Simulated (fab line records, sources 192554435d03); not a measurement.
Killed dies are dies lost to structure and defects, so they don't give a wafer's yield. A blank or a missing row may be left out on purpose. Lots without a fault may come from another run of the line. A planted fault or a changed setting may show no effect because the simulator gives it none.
Split-lot experiment | flow n5_finfet | 7 lots, 21 wafers read, on a route of 1938 steps

THE SPLIT
At N5_BEOL_M8_TRENCH_ETCH_37 (etches SiCOH lowk in C4F6/O2, target depth 93.478 nm, time 31.2 s), the setting bias_w was moved away from the recipe's 185 W on 5 of the 21 wafers read, by -4.8% to +12.6%. The other wafers ran this setting at the recipe's value.

The reading is taken at the split's own step.

THE READING
rf_vpp_V, in V, at N5_BEOL_M8_TRENCH_ETCH_37 (etches SiCOH lowk in C4F6/O2, target depth 93.478 nm, time 31.2 s). Fault-free wafers of this fab line usually give 665 V, standard deviation 12 V.

wafer  | tool, chamber at the split | bias_w as run, W | against the recipe | rf_vpp_V, V | against lot-mates on the recipe
L079.1 | rie_diel-02, 0             | 185              | recipe             | 673         | -
L079.4 | rie_diel-02, 2             | 185              | recipe             | 682         | -
L079.5 | rie_diel-02, 1             | 185              | recipe             | 657         | -
L081.2 | rie_diel-02, 1             | 185              | recipe             | 656         | -
L081.3 | rie_diel-02, 3             | 176.2            | -4.8%              | 639         | -17
L081.6 | rie_diel-02, 0             | 176.2            | -4.8%              | 647         | -9
L083.1 | rie_diel-05, 1             | 198.7            | +7.4%              | 696         | +34
L083.3 | rie_diel-05, 0             | 185              | recipe             | 666         | -
L083.5 | rie_diel-05, 2             | 185              | recipe             | 659         | -
L090.1 | rie_diel-03, 0             | 197.4            | +6.7%              | 739         | +47
L090.5 | rie_diel-03, 3             | 185              | recipe             | 682         | -
L090.6 | rie_diel-03, 0             | 185              | recipe             | 702         | -
L091.1 | rie_diel-02, 0             | 185              | recipe             | 673         | -
L091.2 | rie_diel-02, 3             | 185              | recipe             | 664         | -
L091.5 | rie_diel-02, 3             | 185              | recipe             | 665         | -
L086.3 | rie_diel-05, 1             | 185              | recipe             | 658         | -
L086.5 | rie_diel-05, 3             | 208.3            | +12.6%             | 717         | +59
L086.6 | rie_diel-05, 2             | 185              | recipe             | 658         | -
L092.4 | rie_diel-05, 2             | 185              | recipe             | 660         | -
L092.5 | rie_diel-05, 1             | 185              | recipe             | 655         | -
L092.6 | rie_diel-05, 0             | 185              | recipe             | 667         | -

THE FIT
A straight line over all 21 wafers: rf_vpp_V changes by +5.07 V for each +1% of bias_w; r = +0.80; the points scatter about the line by 15 V.
The same after taking each lot's own level away (the mean of its wafers on the recipe; 21 wafers): +4.62 V for each +1%; r = +0.92; scatter 7.5 V.
On that fit, the largest move of bias_w shifts the reading by 58 V.
The lots' own levels span 656.0 to 692.0 V, that is 3.0 times the standard deviation above.
So the lot-to-lot level changes the slope little: the two slopes agree.
Check: with one of the wafers moved furthest among these (+12.6%) left out of the fit, the line predicts +60.6 V for it against its lot-mates. It came out at +59 V against them.
Tool readings at the split's step, against how far the setting was moved: rf_vpp_V r = +0.80.

OTHER SPLITS ON THESE WAFERS
These wafers also went through other splits before the reading. Each is held against what the fit with the lots' levels taken away leaves over:
other split on the same wafers | wafers away from the commonest value | r with rf_vpp_V (lot level and that fit taken away)
N5_BEOL_M7_COAT_05 spin_rpm    | 3                                    | +0.38
N5_BEOL_M8_ETCH_65 source_w    | 5                                    | -0.19

THE FILE'S OWN FIT
rf_vpp_V changes by +4.84 V for each +1% of bias_w, r = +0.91.
